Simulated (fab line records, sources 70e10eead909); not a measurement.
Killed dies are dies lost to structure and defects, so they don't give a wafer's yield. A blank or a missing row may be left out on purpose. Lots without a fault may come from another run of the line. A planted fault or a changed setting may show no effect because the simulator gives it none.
Chamber matching | flow nand_harc | NHARC_A_SGD_CUT_DEP_00 on pecvd-02: 3 sister chambers
The step deposits SiNx, target thk 50 nm. 6 wafers are shown with their chamber, then 9 later ones without.

WAFERS WITH THEIR CHAMBER
wafer  | chamber | heater_power_w (W)
L087.5 | 1       | 659
L093.3 | 1       | 726
L090.5 | 0       | 646
L089.1 | 0       | 681
L089.3 | 2       | 887
L089.6 | 2       | 893

WAFERS WITHOUT THEIR CHAMBER
wafer  | heater_power_w (W)
L092.2 | 654
L092.3 | 864
L092.6 | 647
L091.2 | 863
L091.4 | 706
L091.6 | 676
L094.1 | 606
L094.4 | 625
L094.6 | 808

WHICH CHAMBER EACH WENT THROUGH
wafer  | from the rows above     | in truth
L092.2 | can't be placed: 0 or 1 | 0
L092.3 | 2                       | 2
L092.6 | can't be placed: 0 or 1 | 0
L091.2 | 2                       | 2
L091.4 | can't be placed: 1 or 0 | 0
L091.6 | can't be placed: 0 or 1 | 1
L094.1 | can't be placed: 0 or 1 | 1
L094.4 | can't be placed: 0 or 1 | 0
L094.6 | can't be placed: 2 or 1 | 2
Placed correctly: 2 of 9. Can't be placed from these rows: 7 (the true chamber is among the candidates in 7). Placed wrongly: 0.
How it was worked out, from the rows above alone: a wafer's distance from a chamber is the root of the sum, over the readings, of the square of ((its reading less the chamber's mean) divided by the reading's scatter). The wafer belongs to the nearest chamber; if the next one is less than 2 further off, it can't be placed. A chamber's mean is the mean of its shown wafers. The scatter: the root of (the sum of the squares of (reading less its chamber's mean) over the shown wafers, divided by (wafers less chambers)).
